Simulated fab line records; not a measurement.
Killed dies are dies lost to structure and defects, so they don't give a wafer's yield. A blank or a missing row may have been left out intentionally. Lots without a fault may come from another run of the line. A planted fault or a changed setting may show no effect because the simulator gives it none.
Which tool was responsible?	flow nand-harc	6 lots with 18 wafers sampled at 3 steps, on a route of 1302 steps

== WHAT THE GAUGES READ, wafer by wafer ==
NHARC_A_ONON_D2_THK_MEAS_21: measures by ellipsometry.
lot	measured	on	thk-nm (nm)
L161	day 14 17:35	film-metro-01	1014 1012 1012
L163	day 15 15:51	film-metro-02	1004 1005 1005
L165	day 16 09:46	film-metro-02	1000 998 998
L171	day 19 01:48	film-metro-01	503 503 503 502 503 502
L174	day 20 20:05	film-metro-02	987 987 988
L178	day 22 08:01	film-metro-01	1013 1013 1011

== EACH LOT AND THE TOOL THAT RAN IT (in order: tool; ch and the chambers of the sampled wafers; start) ==
lot	NHARC_A_CHANNEL_HOLE_D1_XSEM_31	NHARC_A_ONON_D2_DEP_19
L161	xsem-01 ch 0, day 10 21:21	pecvd-onon-03 ch 0, day 14 17:04
L163	xsem-02 ch 0, day 11 17:10	pecvd-onon-02 ch 0, day 15 15:24
L165	xsem-02 ch 0, day 12 08:49	pecvd-onon-03 ch 0, day 16 09:18
L171	xsem-01 ch 0, day 15 05:38	pecvd-onon-03 ch 0, day 19 01:17
L174	xsem-02 ch 0, day 16 20:13	pecvd-onon-02 ch 0, day 20 19:44
L178	xsem-01 ch 0, day 18 03:07	pecvd-onon-02 ch 0, day 22 07:34
- NHARC_A_CHANNEL_HOLE_D1_XSEM_31
- NHARC_A_ONON_D2_DEP_19: target thk 1000 nm.

== THE ANSWER, worked out from the rows above alone ==
Rule: the lots themselves supply what counts as usual. The widest of any qualifying gaps counts: lots, ordered by their means at a reading, are off when they make up no more than a third of the lots, leave a main group of 4 or more, and stand apart from it by 3 or more times the standard deviation of that group's means. Not used: any main group whose means are identical at the precision the tables above print for the reading. A lot without any number at a reading at which 4 lots or more have one is off too. All remaining lots with rows at the step are treated as sound.
Off at NHARC_A_ONON_D2_THK_MEAS_21 (thk-nm): L171. The main group: mean 1003 nm, standard deviation 9.5.
A tool fits if, at a process step before that reading, it ran every lot that is off, and no sound lot after the first of them. Gauges at NHARC_A_ONON_D2_THK_MEAS_21: tried the same way as those tools. One fits: NHARC_A_ONON_D2_DEP_19 on pecvd-onon-03. A fault onset in the window from L165 (day 16 09:18, its last sound lot) to L171 (day 19 01:17, its first lot off) fits.

== WHAT WAS PUT IN BY THE SIMULATOR ==
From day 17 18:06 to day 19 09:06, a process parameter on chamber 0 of pecvd-onon-03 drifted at NHARC_A_ONON_D2_DEP_19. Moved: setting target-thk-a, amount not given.
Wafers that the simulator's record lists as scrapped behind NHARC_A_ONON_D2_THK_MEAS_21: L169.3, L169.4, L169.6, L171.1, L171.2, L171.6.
Shown lots that were struck: L171. The rule above found the same.
